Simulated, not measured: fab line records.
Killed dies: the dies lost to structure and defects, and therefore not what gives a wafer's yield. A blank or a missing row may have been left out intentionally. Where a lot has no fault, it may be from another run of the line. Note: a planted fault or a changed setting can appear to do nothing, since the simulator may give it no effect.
What tool caused it? / flow nand_harc / 15 lots, 42 wafers sampled, at 5 steps of a route of 1159

WHAT THE GAUGES SHOWED, per wafer
NHARC_A_STAIRCASE_INSPECT_155. Usual: raw_defect_count reads 354 (standard deviation 120).
lot=L494; measured=day 14 07:31; on=defect_inspect-02; raw_defect_count=253 289 251; flag=
lot=L493; measured=day 14 07:48; on=defect_inspect-02; raw_defect_count=479 604 407; flag=
lot=L496; measured=day 14 19:14; on=defect_inspect-01; raw_defect_count=395 353 563; flag=
lot=L497; measured=day 14 19:22; on=defect_inspect-01; raw_defect_count=626 503 520; flag=
lot=L495; measured=day 14 19:24; on=defect_inspect-02; raw_defect_count=254 306 271; flag=
lot=L501; measured=day 16 01:37; on=defect_inspect-02; raw_defect_count=475 363 417; flag=
lot=L502; measured=day 16 02:05; on=defect_inspect-01; raw_defect_count=385 491 352; flag=
lot=L503; measured=day 16 12:32; on=defect_inspect-02; raw_defect_count=225 221 153; flag=
lot=L507; measured=day 17 01:11; on=defect_inspect-02; raw_defect_count=254 173; flag=
lot=L509; measured=day 17 23:37; on=defect_inspect-02; raw_defect_count=370 283; flag=
lot=L513; measured=day 18 11:30; on=defect_inspect-02; raw_defect_count=345 352 469; flag=
lot=L511; measured=day 18 15:11; on=defect_inspect-01; raw_defect_count=210 289; flag=
lot=L516; measured=day 19 10:28; on=defect_inspect-02; raw_defect_count=294 252 327; flag=
lot=L515; measured=day 19 10:38; on=defect_inspect-01; raw_defect_count=239 258 404; flag=
lot=L514; measured=day 19 11:55; on=defect_inspect-02; raw_defect_count=273 277 339; flag=

NHARC_A_SGD_CUT_INSPECT_11. Usual: raw_defect_count reads 17 (standard deviation 9.5).
lot=L494; measured=day 14 08:18; on=defect_inspect-01; raw_defect_count=18 14 15; flag=
lot=L493; measured=day 14 08:53; on=defect_inspect-02; raw_defect_count=5 5 8; flag=
lot=L496; measured=day 14 20:08; on=defect_inspect-02; raw_defect_count=2 1 13; flag=
lot=L497; measured=day 14 20:17; on=defect_inspect-02; raw_defect_count=15 19 14; flag=
lot=L495; measured=day 14 20:28; on=defect_inspect-02; raw_defect_count=17 17 24; flag=
lot=L501; measured=day 16 02:25; on=defect_inspect-02; raw_defect_count=21 20 21; flag=
lot=L502; measured=day 16 03:00; on=defect_inspect-02; raw_defect_count=11 7 10; flag=
lot=L503; measured=day 16 13:19; on=defect_inspect-02; raw_defect_count=22 20 25; flag=
lot=L507; measured=day 17 02:20; on=defect_inspect-01; raw_defect_count=9 12; flag=
lot=L509; measured=day 18 00:26; on=defect_inspect-02; raw_defect_count=21 14; flag=
lot=L513; measured=day 18 12:17; on=defect_inspect-02; raw_defect_count=38 29 28; flag=
lot=L511; measured=day 18 16:05; on=defect_inspect-02; raw_defect_count=10 10; flag=
lot=L516; measured=day 19 11:23; on=defect_inspect-02; raw_defect_count=16 18 15; flag=
lot=L515; measured=day 19 11:32; on=defect_inspect-01; raw_defect_count=8 21 17; flag=
lot=L514; measured=day 19 12:51; on=defect_inspect-02; raw_defect_count=23 18 14; flag=

NHARC_END_SORT_01. Usual: killed_at_array 29, standard deviation 12; killed_at_other 0.7, standard deviation 1; killed_at_periphery 4, standard deviation 3.2; killed_dies 34, standard deviation 12; killed_open 3.4, standard deviation 2; killed_short 1.8, standard deviation 1.3.
lot=L509; measured=day 24 00:22; on=prober-01; killed_at_array=29 202; killed_at_other=0 1; killed_at_periphery=16 13; killed_dies=45 216; killed_open=4 2; killed_short=4 0; flag=OFF
lot=L511; measured=day 24 14:10; on=prober-01; killed_at_array=16 180; killed_at_other=3 2; killed_at_periphery=2 2; killed_dies=21 184; killed_open=4 3; killed_short=1 4; flag=OFF

WHICH TOOL RAN EACH LOT (tool, then ch and the chambers of the sampled wafers, then the start)
lot=L494; NHARC_A_SGD_CUT_DEP_00=pecvd-02 ch 0,1, day 14 07:38; NHARC_A_SGD_CUT_ETCH_59=rie_diel-06 ch 0,1, day 14 08:34
lot=L493; NHARC_A_SGD_CUT_DEP_00=pecvd-04 ch 0,1, day 14 08:02; NHARC_A_SGD_CUT_ETCH_59=rie_diel-06 ch 0,1,2, day 14 09:15
lot=L496; NHARC_A_SGD_CUT_DEP_00=pecvd-02 ch 0,2, day 14 19:19; NHARC_A_SGD_CUT_ETCH_59=rie_diel-11 ch 0,1,2, day 14 20:23
lot=L497; NHARC_A_SGD_CUT_DEP_00=pecvd-03 ch 0,1,2, day 14 19:26; NHARC_A_SGD_CUT_ETCH_59=rie_diel-01 ch 0,2,3, day 14 20:32
lot=L495; NHARC_A_SGD_CUT_DEP_00=pecvd-04 ch 0,1,2, day 14 19:34; NHARC_A_SGD_CUT_ETCH_59=rie_diel-06 ch 0,1, day 14 20:43
lot=L501; NHARC_A_SGD_CUT_DEP_00=pecvd-03 ch 0,1, day 16 01:41; NHARC_A_SGD_CUT_ETCH_59=rie_diel-01 ch 0,1,3, day 16 02:41
lot=L502; NHARC_A_SGD_CUT_DEP_00=pecvd-04 ch 0,1,2, day 16 02:11; NHARC_A_SGD_CUT_ETCH_59=rie_diel-11 ch 1,2,3, day 16 03:14
lot=L503; NHARC_A_SGD_CUT_DEP_00=pecvd-04 ch 0,1,2, day 16 12:36; NHARC_A_SGD_CUT_ETCH_59=rie_diel-01 ch 0,1,3, day 16 13:34
lot=L507; NHARC_A_SGD_CUT_DEP_00=pecvd-03 ch 1,2, day 17 01:38; NHARC_A_SGD_CUT_ETCH_59=rie_diel-01 ch 1,2, day 17 02:37
lot=L509; NHARC_A_SGD_CUT_DEP_00=pecvd-04 ch 0,1, day 17 23:46; NHARC_A_SGD_CUT_ETCH_59=rie_diel-01 ch 2, day 18 00:42
lot=L513; NHARC_A_SGD_CUT_DEP_00=pecvd-03 ch 0,1,2, day 18 11:34; NHARC_A_SGD_CUT_ETCH_59=rie_diel-11 ch 0,2, day 18 12:34
lot=L511; NHARC_A_SGD_CUT_DEP_00=pecvd-03 ch 0,1, day 18 15:16; NHARC_A_SGD_CUT_ETCH_59=rie_diel-01 ch 0,1, day 18 16:23
lot=L516; NHARC_A_SGD_CUT_DEP_00=pecvd-02 ch 0,1,2, day 19 10:32; NHARC_A_SGD_CUT_ETCH_59=rie_diel-06 ch 0,2,3, day 19 11:37
lot=L515; NHARC_A_SGD_CUT_DEP_00=pecvd-03 ch 0,1, day 19 10:42; NHARC_A_SGD_CUT_ETCH_59=rie_diel-11 ch 0,1,3, day 19 11:49
lot=L514; NHARC_A_SGD_CUT_DEP_00=pecvd-02 ch 1,2, day 19 11:59; NHARC_A_SGD_CUT_ETCH_59=rie_diel-11 ch 0,3, day 19 13:05
- NHARC_A_SGD_CUT_DEP_00: deposits SiNx, target thk 50 nm.
- NHARC_A_SGD_CUT_ETCH_59: etches the open film in N2/H2, target depth 260 nm, time 406.25 s.

AS READ BY THE TOOLS THEMSELVES (means over the sampled wafers that have a number; for cases with no such wafer, the mark the record gives instead)
NHARC_A_SGD_CUT_DEP_00. Usual: heater_power_w reads 738 W (standard deviation 80).
lot=L494; tool=pecvd-02; heater_power_w (W)=808; flag=
lot=L493; tool=pecvd-04; heater_power_w (W)=733; flag=
lot=L496; tool=pecvd-02; heater_power_w (W)=787; flag=
lot=L497; tool=pecvd-03; heater_power_w (W)=717; flag=
lot=L495; tool=pecvd-04; heater_power_w (W)=669; flag=
lot=L501; tool=pecvd-03; heater_power_w (W)=781; flag=
lot=L502; tool=pecvd-04; heater_power_w (W)=704; flag=
lot=L503; tool=pecvd-04; heater_power_w (W)=719; flag=
lot=L507; tool=pecvd-03; heater_power_w (W)=698; flag=
lot=L509; tool=pecvd-04; heater_power_w (W)=641; flag=
lot=L513; tool=pecvd-03; heater_power_w (W)=688; flag=
lot=L511; tool=pecvd-03; heater_power_w (W)=732; flag=
lot=L516; tool=pecvd-02; heater_power_w (W)=816; flag=
lot=L515; tool=pecvd-03; heater_power_w (W)=793; flag=
lot=L514; tool=pecvd-02; heater_power_w (W)=797; flag=

NHARC_A_SGD_CUT_ETCH_59. Usual: drypump_motor_current_A 5.9 A, standard deviation 0.53; oes_product_au 1.000 a.u., standard deviation 0.0073; rf_vpp_V 431.0 V, standard deviation 2.3; showerhead_plenum_p_Torr 2.06 Torr, standard deviation 0.079; throttle_valve_pct 14.171 %, standard deviation 0.0092.
lot=L494; tool=rie_diel-06; drypump_motor_current_A (A)=5.8; oes_product_au (a.u.)=0.994; rf_vpp_V (V)=428.2; showerhead_plenum_p_Torr (Torr)=1.96; throttle_valve_pct (%)=14.171; flag=
lot=L493; tool=rie_diel-06; drypump_motor_current_A (A)=5.9; oes_product_au (a.u.)=0.993; rf_vpp_V (V)=430.6; showerhead_plenum_p_Torr (Torr)=2.03; throttle_valve_pct (%)=14.176; flag=
lot=L496; tool=rie_diel-11; drypump_motor_current_A (A)=6.3; oes_product_au (a.u.)=0.996; rf_vpp_V (V)=431.7; showerhead_plenum_p_Torr (Torr)=2.06; throttle_valve_pct (%)=14.172; flag=
lot=L497; tool=rie_diel-01; drypump_motor_current_A (A)=6.0; oes_product_au (a.u.)=1.008; rf_vpp_V (V)=433.3; showerhead_plenum_p_Torr (Torr)=2.11; throttle_valve_pct (%)=14.173; flag=
lot=L495; tool=rie_diel-06; drypump_motor_current_A (A)=5.7; oes_product_au (a.u.)=1.003; rf_vpp_V (V)=428.6; showerhead_plenum_p_Torr (Torr)=1.96; throttle_valve_pct (%)=14.175; flag=
lot=L501; tool=rie_diel-01; drypump_motor_current_A (A)=6.3; oes_product_au (a.u.)=1.002; rf_vpp_V (V)=433.1; showerhead_plenum_p_Torr (Torr)=2.11; throttle_valve_pct (%)=14.172; flag=
lot=L502; tool=rie_diel-11; drypump_motor_current_A (A)=6.0; oes_product_au (a.u.)=0.991; rf_vpp_V (V)=431.9; showerhead_plenum_p_Torr (Torr)=2.07; throttle_valve_pct (%)=14.174; flag=
lot=L503; tool=rie_diel-01; drypump_motor_current_A (A)=6.4; oes_product_au (a.u.)=1.001; rf_vpp_V (V)=432.3; showerhead_plenum_p_Torr (Torr)=2.11; throttle_valve_pct (%)=14.176; flag=
lot=L507; tool=rie_diel-01; drypump_motor_current_A (A)=5.4; oes_product_au (a.u.)=0.942; rf_vpp_V (V)=432.9; showerhead_plenum_p_Torr (Torr)=2.15; throttle_valve_pct (%)=14.169; flag=OFF
lot=L509; tool=rie_diel-01; drypump_motor_current_A (A)=4.9; oes_product_au (a.u.)=0.929; rf_vpp_V (V)=434.2; showerhead_plenum_p_Torr (Torr)=2.16; throttle_valve_pct (%)=14.168; flag=OFF
lot=L513; tool=rie_diel-11; drypump_motor_current_A (A)=6.1; oes_product_au (a.u.)=0.999; rf_vpp_V (V)=430.8; showerhead_plenum_p_Torr (Torr)=2.08; throttle_valve_pct (%)=14.173; flag=
lot=L511; tool=rie_diel-01; drypump_motor_current_A (A)=6.2; oes_product_au (a.u.)=0.935; rf_vpp_V (V)=432.6; showerhead_plenum_p_Torr (Torr)=2.12; throttle_valve_pct (%)=14.182; flag=OFF
lot=L516; tool=rie_diel-06; drypump_motor_current_A (A)=5.9; oes_product_au (a.u.)=0.995; rf_vpp_V (V)=430.3; showerhead_plenum_p_Torr (Torr)=2.03; throttle_valve_pct (%)=14.169; flag=
lot=L515; tool=rie_diel-11; drypump_motor_current_A (A)=6.1; oes_product_au (a.u.)=1.000; rf_vpp_V (V)=430.6; showerhead_plenum_p_Torr (Torr)=2.00; throttle_valve_pct (%)=14.176; flag=
lot=L514; tool=rie_diel-11; drypump_motor_current_A (A)=6.1; oes_product_au (a.u.)=0.996; rf_vpp_V (V)=428.2; showerhead_plenum_p_Torr (Torr)=1.96; throttle_valve_pct (%)=14.168; flag=

THE ANSWER, worked out from the rows above alone
Rule: a lot counts as off when the mean over its wafers that have a number is more than 3 standard deviations away from the usual mean. A lot without any number at a reading at which 4 lots or more have one is off too. Where the step has rows for the other lots, those lots are counted as sound. First the gauges in route order, then the tools' own readings, where a lot's mean is used as printed above. The first step at which some lot is off is used, and at that step the reading that is off furthest; a lot without a number counts as furthest.
Off at NHARC_END_SORT_01 (killed_dies): L509, L511. Neither off nor sound, because the step has no rows for them: L494, L493, L496, L497, L495, L501, L502, L503, L507, L513, L516, L515, L514.
If a tool, at a process step before that reading, ran all the lots that are off and no sound lot after the first of them, it fits. Not tried: the gauges at NHARC_END_SORT_01; whatever is off there is also off at NHARC_A_SGD_CUT_ETCH_59, on other tools, and gauge error can't account for it. One fits: rie_diel-01 at NHARC_A_SGD_CUT_ETCH_59. It ran no sound lot before its first lot that is off in this sample, so the start can't be narrowed down.

WHAT THE SIMULATOR HAD PUT IN
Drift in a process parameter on rie_diel-01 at NHARC_A_SGD_CUT_ETCH_59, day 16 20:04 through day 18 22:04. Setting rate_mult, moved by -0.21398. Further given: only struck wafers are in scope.
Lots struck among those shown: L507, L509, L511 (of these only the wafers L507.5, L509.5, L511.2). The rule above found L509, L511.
